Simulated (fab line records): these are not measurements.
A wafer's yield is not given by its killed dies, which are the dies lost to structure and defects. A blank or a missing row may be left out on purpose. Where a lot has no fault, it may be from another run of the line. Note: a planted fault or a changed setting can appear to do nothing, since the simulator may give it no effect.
fab line records -- flow n5_finfet
[record] lots = 11, wafers = 28, last_day = 19
route steps=1938 shown BEOL_M2@842 BEOL_M4@1111 PASSIVATION@1936
lots that met no fault: from a run of the same line without faults
start_h: hours from the record's first day to the start of the lot's first wafer shown -- wait_h: time in hours since the lot's previous step -- " identical to the entry in the row above -- L1.1+2: a single row standing in for several wafers -- - either no value or no given start -- * or withheld: withheld -- < > ~ a bound
route shown NAME@n: a module of which the file shows steps, and the number in the route of the first -- usual: the fault-free wafers' mean and standard deviation -- same: alike in all rows -- chamber/n: place in a boat -- sites: readings site by site -- _std_site: how widely they spread, as a standard deviation -- _edge_site: outer sites' mean less inner sites' -- radius_mm: for every site, how far away it sits from the centre of the wafer -- mask NAME#n: copy n -- behind: the last tool/chamber to shape the wafer -- hold: reason for holding the lot/hours on hold/outcome of the hold -- device: transistor that didn't switch, given as n, p or np -- end of line: tests run on the same wafers once the route is complete -- a step with no rows: only its recipe -- killed: at the first sort, the dies lost to defects and structure; wafer yield is something else -- map: the dies of a wafer, with x for killed, . for not killed, _ for no die there
set.NAME: the setting the step ran with; set.NAME@STEP: the setting that earlier step ran with -- model.NAME: the simulator's own value behind a step, which no gauge read
one table for each step of the route and one row for each wafer, over a sample of lots
services: a tool's chamber out of use, with start hour (start_h, from the record's first day; less than 0 if before it), hours out, and reason
[[steps]]
[step N5_BEOL_M2_THK_MEAS_01]
[recipe] reads = SiOC_of_BEOL_M2_ILD_DEP_00
[usual] M2_ILD_THK = 79.4/1.3
lot.wafer,tool,chamber,start_h,wait_h,M2_ILD_THK[nm]
L114.2,film_metro-01,-,137.77,0.1,79.8
L114.3,film_metro-01,-,137.77,0.1,79.7
L114.5,film_metro-01,-,137.77,0.1,80.3
L116.1,film_metro-02,-,163.63,0.0,78.8
L116.5,film_metro-02,-,163.63,0.0,80.3
L116.6,film_metro-02,-,163.63,0.0,80.8
L121.1,film_metro-01,-,196.69,0.0,78.0
L121.2,film_metro-01,-,196.69,0.0,79.3
L121.4,film_metro-01,-,196.69,0.0,78.4
L123.1,film_metro-02,-,201.80,0.0,77.5
L123.2,film_metro-02,-,201.80,0.0,78.8
L123.5,film_metro-02,-,201.80,0.0,79.7
L130.4,film_metro-01,-,239.24,0.0,80.2
L130.5,film_metro-01,-,239.24,0.0,78.1
L131.3,film_metro-02,-,242.39,0.1,81.1
L131.6,film_metro-02,-,242.39,0.1,80.9
L132.3,film_metro-01,-,251.70,0.1,78.3
L134.1,film_metro-01,-,264.46,0.0,77.7
L134.2,film_metro-01,-,264.46,0.0,79.7
L134.5,film_metro-01,-,264.46,0.0,79.7
L135.1,film_metro-01,-,269.04,0.1,79.6
L135.5,film_metro-01,-,269.04,0.1,81.3
L135.6,film_metro-01,-,269.04,0.1,81.4
L136.3,film_metro-02,-,270.85,0.1,78.7
L136.5,film_metro-02,-,270.85,0.1,79.0
L136.6,film_metro-02,-,270.85,0.1,80.9
L137.1,film_metro-01,-,279.17,0.0,80.3
L137.4,film_metro-01,-,279.17,0.0,81.9
[step N5_BEOL_M2_OVL_MEAS_12]
[recipe] points_per_wafer = 522
[usual] M2_OVL = 0.5/0.67
[same] points_per_wafer = 522
lot.wafer,tool,chamber,start_h,wait_h,M2_OVL[nm]
L114.2,overlay-01,0,139.10,0.0,0.3
L114.3,overlay-01,0,139.10,0.0,-0.4
L114.5,overlay-01,0,139.10,0.0,-0.3
L116.1,overlay-02,0,164.64,0.0,0.3
L116.5,overlay-02,0,164.64,0.0,0.6
L116.6,overlay-02,0,164.64,0.0,-0.1
L121.1,overlay-01,0,197.34,0.0,0.9
L121.2,overlay-01,0,197.34,0.0,-0.1
L121.4,overlay-01,0,197.34,0.0,0.7
L123.1,overlay-01,0,202.74,0.0,0.0
L123.2,overlay-01,0,202.74,0.0,0.7
L123.5,overlay-01,0,202.74,0.0,-0.3
L130.4,overlay-01,0,239.90,0.0,0.3
L130.5,overlay-01,0,239.90,0.0,0.3
L131.3,overlay-02,0,243.32,0.0,0.1
L131.6,overlay-02,0,243.32,0.0,2.2
L132.3,overlay-02,0,252.93,0.0,0.1
L134.1,overlay-02,0,266.98,0.0,0.6
L134.2,overlay-02,0,266.98,0.0,-0.5
L134.5,overlay-02,0,266.98,0.0,0.5
L135.1,overlay-01,0,271.67,0.0,0.2
L135.5,overlay-01,0,271.67,0.0,0.1
L135.6,overlay-01,0,271.67,0.0,1.4
L136.3,overlay-02,0,272.42,0.0,1.3
L136.5,overlay-02,0,272.42,0.0,-0.3
L136.6,overlay-02,0,272.42,0.0,0.0
L137.1,overlay-01,0,280.56,0.0,1.2
L137.4,overlay-01,0,280.56,0.0,0.5
[step N5_BEOL_M2_ETCH_64]
[recipe] chemistry = N2/H2, target = SOC, target_depth_a = 750, overetch_a = 225, mask_material = SiARC, temp_c = 40, time_s = 121.9, ion_energy_ev = 200, pressure_mtorr = 30, source_w = 840, bias_w = 150, n2_flow_sccm = 200, h2_flow_sccm = 200
[usual] drypump_motor_current_A = 5.5/0.46, oes_product_au = 0.61/0.069, rf_fwd_power_W = 837.6/2.5, rf_vpp_V = 524.8/2.6, showerhead_plenum_p_Torr = 2.57/0.093, throttle_valve_pct = 17.72/0.21
lot.wafer,tool,chamber,start_h,wait_h,drypump_motor_current_A,oes_product_au,rf_fwd_power_W,rf_hours_counter_h,rf_vpp_V,showerhead_plenum_p_Torr,throttle_valve_pct
L114.2,rie_diel-04,0,139.27,0.0,5.8,0.54,837.6,199,525.7,2.65,17.92
L114.3,rie_diel-04,3,139.27,0.0,6.0,0.74,834.5,1,524.9,2.62,17.79
L114.5,rie_diel-04,0,139.27,0.0,5.8,0.53,836.7,-,526.5,2.65,17.93
L116.1,rie_diel-02,0,164.81,0.0,6.3,0.63,841.3,75,523.4,2.55,17.75
L116.5,rie_diel-02,3,164.81,0.0,5.7,0.74,839.2,-,523.0,2.47,17.26
L116.6,rie_diel-02,2,164.81,0.0,5.2,0.58,839.4,-,526.6,2.65,17.54
L121.1,rie_diel-03,2,197.51,0.0,5.3,0.54,836.6,188,519.2,2.41,17.89
L121.2,rie_diel-03,1,197.51,0.0,5.8,0.53,838.1,227,523.7,2.51,17.67
L121.4,rie_diel-03,0,197.51,0.0,5.0,0.63,837.6,49,526.4,2.56,17.50
L123.1,rie_diel-02,0,203.11,0.0,6.4,0.61,836.0,90,524.8,2.54,17.78
L123.2,rie_diel-02,3,203.11,0.0,5.7,0.69,840.8,17,523.5,2.46,17.28
L123.5,rie_diel-02,0,203.11,0.0,6.3,0.62,838.2,-,525.2,2.54,17.80
L130.4,rie_diel-04,0,240.06,0.0,5.8,0.52,843.0,231,525.7,2.64,17.96
L130.5,rie_diel-04,1,240.06,0.0,5.7,0.56,839.5,-,523.6,2.54,18.04
L131.3,rie_diel-03,1,243.48,0.0,5.8,0.52,840.7,243,522.9,2.50,17.71
L131.6,rie_diel-03,3,243.48,0.0,4.8,0.66,839.3,-,530.4,2.70,17.57
L132.3,rie_diel-04,0,253.09,0.0,5.8,0.53,833.4,236,526.1,2.64,17.98
L134.1,rie_diel-03,0,267.15,0.0,5.0,0.62,833.4,71,524.8,2.55,17.55
L134.2,rie_diel-03,3,267.15,0.0,4.8,0.65,837.6,38,528.0,2.70,17.61
L134.5,rie_diel-03,0,267.15,0.0,5.0,0.62,834.5,-,525.2,2.55,17.57
L135.1,rie_diel-04,3,271.84,0.0,6.0,0.65,841.0,49,523.8,2.60,17.85
L135.5,rie_diel-04,0,271.84,0.0,5.8,0.52,835.6,-,525.7,2.64,17.99
L135.6,rie_diel-04,3,271.84,0.0,6.0,0.66,838.1,-,525.2,2.60,17.85
L136.3,rie_diel-03,3,272.58,0.0,4.9,0.65,836.8,40,527.3,2.70,17.61
L136.5,rie_diel-03,3,272.58,0.0,4.9,0.65,833.8,-,527.8,2.70,17.61
L136.6,rie_diel-03,0,272.58,0.0,5.0,0.62,835.5,-,525.8,2.55,17.57
L137.1,rie_diel-02,2,280.79,0.0,5.3,0.56,839.1,157,528.6,2.63,17.61
L137.4,rie_diel-02,3,280.79,0.0,5.7,0.65,832.2,43,521.6,2.45,17.34
[step N5_BEOL_M2_ETCH_77]
[recipe] chemistry = N2/H2, target = underlayer, target_depth_a = 65, mask_material = CAR-EUV, time_s = 5.2, ion_energy_ev = 200, pressure_mtorr = 30, source_w = 840, bias_w = 150, n2_flow_sccm = 200, h2_flow_sccm = 200, ends = cleared
[usual] drypump_motor_current_A = 5.6/0.43, etch_rf_on_time_s = 5.20/0.24, oes_product_au = 0.69/0.083, rf_fwd_power_W = 819.5/2.6, rf_vpp_V = 525.0/2.6, showerhead_plenum_p_Torr = 2.57/0.091, throttle_valve_pct = 17.79/0.21
lot.wafer,tool,chamber,start_h,wait_h,drypump_motor_current_A,etch_rf_on_time_s,oes_product_au,rf_fwd_power_W,rf_hours_counter_h,rf_vpp_V,showerhead_plenum_p_Torr,throttle_valve_pct
L114.2,rie_diel-03,2,140.22,0.0,5.3,5.02,0.63,821.0,168,523.6,2.42,17.90
L114.3,rie_diel-03,1,140.22,0.0,5.8,5.95,0.57,822.2,207,522.7,2.51,17.67
L114.5,rie_diel-03,0,140.22,0.0,5.0,5.05,0.76,820.3,-,526.3,2.57,17.51
L116.1,rie_diel-04,0,165.77,0.0,5.8,5.25,0.60,820.1,209,525.8,2.65,17.99
L116.5,rie_diel-04,1,165.77,0.0,5.7,4.94,0.66,823.0,-,524.3,2.55,18.04
L116.6,rie_diel-04,2,165.77,0.0,6.2,5.18,0.83,819.7,-,530.6,2.71,17.57
L121.1,rie_diel-02,2,198.75,0.0,5.2,5.08,0.66,819.1,128,526.8,2.64,17.60
L121.2,rie_diel-02,0,198.75,0.0,6.3,5.08,0.70,812.6,87,526.3,2.54,17.80
L121.4,rie_diel-02,0,198.75,0.0,6.3,5.01,0.71,820.2,-,524.5,2.54,17.82
L123.1,rie_diel-03,0,203.94,0.0,5.0,4.97,0.74,818.3,50,524.1,2.56,17.58
L123.2,rie_diel-03,1,203.94,0.0,5.8,5.84,0.55,820.8,231,525.7,2.50,17.74
L123.5,rie_diel-03,3,203.94,0.0,4.8,5.12,0.79,823.9,-,530.1,2.71,17.60
L130.4,rie_diel-03,2,240.89,0.0,5.3,3.81,0.72,818.9,204,519.3,2.40,18.00
L130.5,rie_diel-03,2,240.89,0.0,5.3,4.96,0.61,818.6,-,519.9,2.40,17.98
L131.3,rie_diel-03,2,244.31,0.0,5.3,3.83,0.72,819.3,205,517.6,2.40,18.02
L131.6,rie_diel-03,2,244.31,0.0,5.2,4.98,0.62,817.8,-,522.4,2.40,17.98
L132.3,rie_diel-03,2,254.05,0.0,5.2,3.84,0.71,823.8,209,519.4,2.40,18.01
L134.1,rie_diel-02,2,268.04,0.0,5.2,5.11,0.64,821.2,155,528.1,2.63,17.67
L134.2,rie_diel-02,1,268.04,0.0,5.5,5.27,0.80,820.5,18,522.6,2.51,17.99
L134.5,rie_diel-02,2,268.04,0.0,5.2,5.16,0.63,818.8,-,527.6,2.63,17.65
L135.1,rie_diel-02,0,272.67,0.0,6.3,5.09,0.68,820.8,113,525.3,2.53,17.88
L135.5,rie_diel-02,3,272.67,0.0,5.7,5.23,0.74,818.6,-,522.1,2.45,17.36
L135.6,rie_diel-02,0,272.67,0.0,6.3,5.10,0.69,824.1,-,524.2,2.53,17.87
L136.3,rie_diel-04,0,273.41,0.0,5.8,5.21,0.57,820.0,242,523.1,2.64,18.01
L136.5,rie_diel-04,2,273.41,0.0,6.2,5.18,0.76,821.9,-,528.9,2.69,17.63
L136.6,rie_diel-04,1,273.41,0.0,5.7,4.96,0.64,818.5,-,524.5,2.53,18.10
L137.1,rie_diel-04,2,281.75,0.0,6.2,5.20,0.75,816.0,34,527.1,2.69,17.64
L137.4,rie_diel-04,3,281.75,0.0,6.0,5.31,0.74,822.3,51,525.0,2.60,17.91
[step N5_BEOL_M4_RC_MEAS_101]
[usual] DIBL_N = 36.4/2.2, DIBL_P = 36.3/2.5, IOFF_N = 0.17/0.052, IOFF_P = 0.23/0.049, ION_N = 674/17, ION_P = 464/11, SS_N = 71.7/0.98, SS_P = 73.3/0.84, VT_N = 250/4, VT_P = -249/3.8
lot.wafer,tool,chamber,start_h,wait_h,DIBL_N[mV/V],DIBL_P[mV/V],IOFF_N[nA/um],IOFF_P[nA/um],ION_N[uA/um],ION_P[uA/um],SS_N[mV/dec],SS_P[mV/dec],VT_N[mV],VT_P[mV]
L114.2,prober-02,0,175.89,0.2,36.9,38.2,0.18,0.25,708,483,71.2,73.4,246,-246
L114.3,prober-02,0,175.89,0.2,40.0,41.8,0.23,0.32,704,487,72.4,75.1,245,-243
L114.5,prober-02,0,175.89,0.2,38.3,40.1,0.19,0.30,682,472,72.0,75.2,246,-245
L116.1,prober-02,0,239.10,0.0,37.6,38.8,0.21,0.33,691,477,71.3,73.8,246,-242
L116.5,prober-02,0,239.10,0.0,36.1,35.6,0.16,0.25,686,481,71.6,73.1,251,-244
L116.6,prober-02,0,239.10,0.0,33.2,33.2,0.12,0.21,656,464,70.8,72.4,256,-247
L123.1,prober-01,0,242.72,0.0,41.1,40.1,0.28,0.34,689,468,73.3,74.4,242,-240
L123.2,prober-01,0,242.72,0.0,36.0,35.0,0.16,0.24,667,465,70.9,72.9,248,-247
L123.5,prober-01,0,242.72,0.0,35.1,33.7,0.13,0.20,650,453,71.6,72.8,251,-249
L121.1,prober-02,0,247.49,0.0,35.6,35.1,0.13,0.18,666,454,71.5,73.4,254,-254
L121.2,prober-02,0,247.49,0.0,37.0,36.9,0.18,0.21,692,466,71.9,73.4,247,-249
L121.4,prober-02,0,247.49,0.0,36.9,38.0,0.17,0.23,677,465,70.9,74.2,249,-249
L131.3,prober-02,0,298.87,0.3,32.3,31.8,0.10,0.14,649,446,70.3,71.7,258,-255
L131.6,prober-02,0,298.87,0.3,33.2,32.6,0.11,0.15,668,455,70.5,72.6,251,-256
L130.4,prober-01,0,322.31,0.5,38.1,37.9,0.20,0.25,688,467,72.5,73.7,245,-247
L130.5,prober-01,0,322.31,0.5,34.6,34.0,0.13,0.17,677,464,70.9,73.3,253,-250
L132.3,prober-02,0,323.89,0.3,38.8,39.7,0.20,0.27,694,471,71.7,74.4,244,-250
L134.1,prober-01,0,326.37,0.0,33.2,33.6,0.11,0.17,667,459,70.6,71.8,252,-249
L134.2,prober-01,0,326.37,0.0,37.1,37.4,0.18,0.23,695,472,72.1,72.9,244,-244
L134.5,prober-01,0,326.37,0.0,35.7,35.1,0.15,0.18,659,451,70.6,72.5,251,-252
L135.1,prober-02,0,331.96,0.0,35.2,34.1,0.15,0.20,683,464,71.3,72.3,249,-251
L135.5,prober-02,0,331.96,0.0,35.0,34.6,0.14,0.20,675,466,71.2,72.1,251,-250
L135.6,prober-02,0,331.96,0.0,36.6,36.3,0.17,0.23,689,470,72.5,73.7,249,-249
L136.3,prober-01,0,348.84,0.3,35.3,35.1,0.15,0.21,679,470,71.6,73.5,252,-248
L136.5,prober-01,0,348.84,0.3,37.2,37.3,0.19,0.24,687,470,71.8,73.9,247,-249
L136.6,prober-01,0,348.84,0.3,32.0,30.7,0.11,0.16,676,470,69.8,72.2,255,-253
L137.1,prober-01,0,349.46,0.7,33.5,34.5,0.12,0.19,652,459,71.2,72.9,255,-249
L137.4,prober-01,0,349.46,0.7,34.1,34.9,0.14,0.20,674,470,70.4,71.8,248,-249
[step N5_PASSIVATION_PROBE_49]
[usual] defect_limited_yield = 91.2/1.4, killed_at_M0_to_M3 = 34/9.3, killed_at_M4_up = 14/5.9, killed_at_contacts = 14/5.7, killed_at_front_end = 38/10, killed_at_other = 4/3.2, killed_dies = 104/17, killed_open = 67/13, killed_short = 33/6.9, sort_bin_5_function = 5.2/1, sort_bin_6_memory = 3.3/0.61, sort_bin_8_speed = 0.3/1.8, sort_n_pass = 1069/52
[same] gross_dies = 1180, killed_at_back_side = 0, sort_bin_4_leakage[%] = 0
lot.wafer,tool,chamber,start_h,wait_h,defect_limited_yield[%],killed_at_M0_to_M3,killed_at_M4_up,killed_at_contacts,killed_at_front_end,killed_at_other,killed_dies,killed_open,killed_short,sort_bin_5_function[%],sort_bin_6_memory[%],sort_bin_8_speed[%],sort_n_pass
L131.3,prober-01,-,408.78,0.1,89.2,42,14,23,37,11,127,84,37,6.5,4.0,0.1,1052
L131.6,prober-01,-,408.93,0.3,86.2,36,17,38,60,12,163,80,39,9.3,3.6,0,1017
// killed by level:class
L131.3 STI_FIN_REVEAL:geometric_particle:open=19 MOL_CONTACT_COAG:geometric_particle:open=18 BEOL_M0_SAQP:geometric_particle:short=14 BEOL_M0_SAQP:geometric_particle:open=8 BEOL_M3:geometric_particle:open=7 BEOL_M1:geometric_particle:open=7 MOL_CONTACT_COAG:geometric_particle:short=5 DUMMY_GATE:geometric_particle:open=4
L131.6 MOL_CONTACT_COAG:area_etch=27 STI_FIN_REVEAL:geometric_particle:open=16 BEOL_M0_SAQP:geometric_particle:open=13 FIN_SAQP:geometric_particle:open=11 PASSIVATION:area_etch=10 BEOL_M0_SAQP:geometric_particle:short=9 MOL_CONTACT_COAG:geometric_particle:open=8 FIN_SAQP:geometric_particle:short=7
[[services]]
tool,chamber,start_h,hours,kind
rie_diel-04,3,118.34,-,clean
rie_diel-04,3,118.34,-,consumable_replace:focus_ring
rie_diel-04,3,118.34,17.5,scheduled_down
rie_diel-04,3,118.34,17.5,vent_cycle
rie_diel-03,3,134.34,-,clean
rie_diel-03,3,134.34,-,consumable_replace:focus_ring
rie_diel-03,3,134.34,-,consumable_replace:showerhead
rie_diel-03,3,134.34,23.1,scheduled_down
rie_diel-03,3,134.34,23.1,vent_cycle
rie_diel-04,2,135.83,-,clean
rie_diel-04,2,135.83,-,consumable_replace:focus_ring
rie_diel-04,2,135.83,-,consumable_replace:showerhead
rie_diel-04,2,135.83,27.6,scheduled_down
rie_diel-04,2,135.83,27.6,vent_cycle
rie_diel-02,3,140.88,-,clean
rie_diel-02,3,140.88,-,consumable_replace:focus_ring
rie_diel-02,3,140.88,17.4,scheduled_down
rie_diel-02,3,140.88,17.4,vent_cycle
rie_diel-04,0,148.13,4.3,repair
rie_diel-02,1,191.74,-,clean
rie_diel-03,0,201.11,2.7,repair
rie_diel-04,2,244.17,16.4,repair
rie_diel-03,1,263.46,-,clean
rie_diel-03,1,263.46,-,consumable_replace:focus_ring
[[key]]
[first_sign] step = N5_BEOL_M2_ETCH_77, reading = etch_rf_on_time_s, direction = down, sigmas = 5.7, usual = *, struck = *
effect none on later readings
met_at N5_BEOL_M2_ETCH_77
struck_lots L130,L131,L132
struck_wafers L130.4,L131.3,L132.3
[baseline_loss] step = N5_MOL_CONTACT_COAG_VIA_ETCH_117, wafers = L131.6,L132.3
not_acting_at N5_BEOL_M2_THK_MEAS_01,N5_BEOL_M2_OVL_MEAS_12,N5_BEOL_M2_ETCH_64
onset_between 203.94 240.89
[fault] kind = process_parameter_drift, tool = rie_diel-03, chamber = -, onset_h = 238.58, steps = N5_BEOL_M2_ETCH_77, channel = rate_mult, offset = 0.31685, shape = step, end_h = 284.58, scope = struck_wafers_only
// baseline_loss: these wafers lose ten dies or more at that step, a loss of the line's own and not of a fault; the sort's usual values leave them out
